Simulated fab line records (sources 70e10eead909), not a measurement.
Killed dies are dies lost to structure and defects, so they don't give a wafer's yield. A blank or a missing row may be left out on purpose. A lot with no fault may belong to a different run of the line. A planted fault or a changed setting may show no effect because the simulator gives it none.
Chamber matching / flow nand_harc / rie_diel-04 running NHARC_A_STAIRCASE_TRIM_196: 4 sister chambers
The step chemistry O2, time 211.2 s. 8 wafers are shown with their chamber, then 7 later ones without.

## WAFERS, EACH WITH ITS CHAMBER
wafer=L075.5; chamber=2; showerhead_plenum_p_Torr (Torr)=3.54; drypump_motor_current_A (A)=5.7
wafer=L077.4; chamber=1; showerhead_plenum_p_Torr (Torr)=3.80; drypump_motor_current_A (A)=5.8
wafer=L077.5; chamber=3; showerhead_plenum_p_Torr (Torr)=3.49; drypump_motor_current_A (A)=6.3
wafer=L080.1; chamber=0; showerhead_plenum_p_Torr (Torr)=3.28; drypump_motor_current_A (A)=5.6
wafer=L080.4; chamber=3; showerhead_plenum_p_Torr (Torr)=3.49; drypump_motor_current_A (A)=6.3
wafer=L080.5; chamber=2; showerhead_plenum_p_Torr (Torr)=3.53; drypump_motor_current_A (A)=5.7
wafer=L087.2; chamber=1; showerhead_plenum_p_Torr (Torr)=3.78; drypump_motor_current_A (A)=5.7
wafer=L087.3; chamber=0; showerhead_plenum_p_Torr (Torr)=3.28; drypump_motor_current_A (A)=5.6

## WAFERS WHOSE CHAMBER IS MISSING
wafer=L087.4; showerhead_plenum_p_Torr (Torr)=3.27; drypump_motor_current_A (A)=5.6
wafer=L093.1; showerhead_plenum_p_Torr (Torr)=3.51; drypump_motor_current_A (A)=5.7
wafer=L093.2; showerhead_plenum_p_Torr (Torr)=3.47; drypump_motor_current_A (A)=6.3
wafer=L093.3; showerhead_plenum_p_Torr (Torr)=3.77; drypump_motor_current_A (A)=5.7
wafer=L094.2; showerhead_plenum_p_Torr (Torr)=3.80; drypump_motor_current_A (A)=5.6
wafer=L094.3; showerhead_plenum_p_Torr (Torr)=3.51; drypump_motor_current_A (A)=5.7
wafer=L094.5; showerhead_plenum_p_Torr (Torr)=3.46; drypump_motor_current_A (A)=6.3

## CHAMBER TAKEN BY EACH
wafer=L087.4; from the rows above=0; in truth=0
wafer=L093.1; from the rows above=2; in truth=2
wafer=L093.2; from the rows above=3; in truth=3
wafer=L093.3; from the rows above=1; in truth=1
wafer=L094.2; from the rows above=1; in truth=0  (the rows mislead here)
wafer=L094.3; from the rows above=2; in truth=2
wafer=L094.5; from the rows above=3; in truth=3
Correctly placed: 6 of 7. Not placeable from these rows: 0. Wrongly placed: 1.
How it was worked out, from the rows above alone: a wafer's distance from a chamber is the root of the sum, over the readings, of the square of ((its reading less the chamber's mean) divided by the reading's scatter). The wafer belongs to the nearest chamber; if the next one is less than 2 further off, it can't be placed. A chamber's mean is the mean of its shown wafers. How the scatter is found: for the shown wafers, subtract from each reading the mean of its chamber, square and add these, divide the total by (wafers less chambers), then take the root.
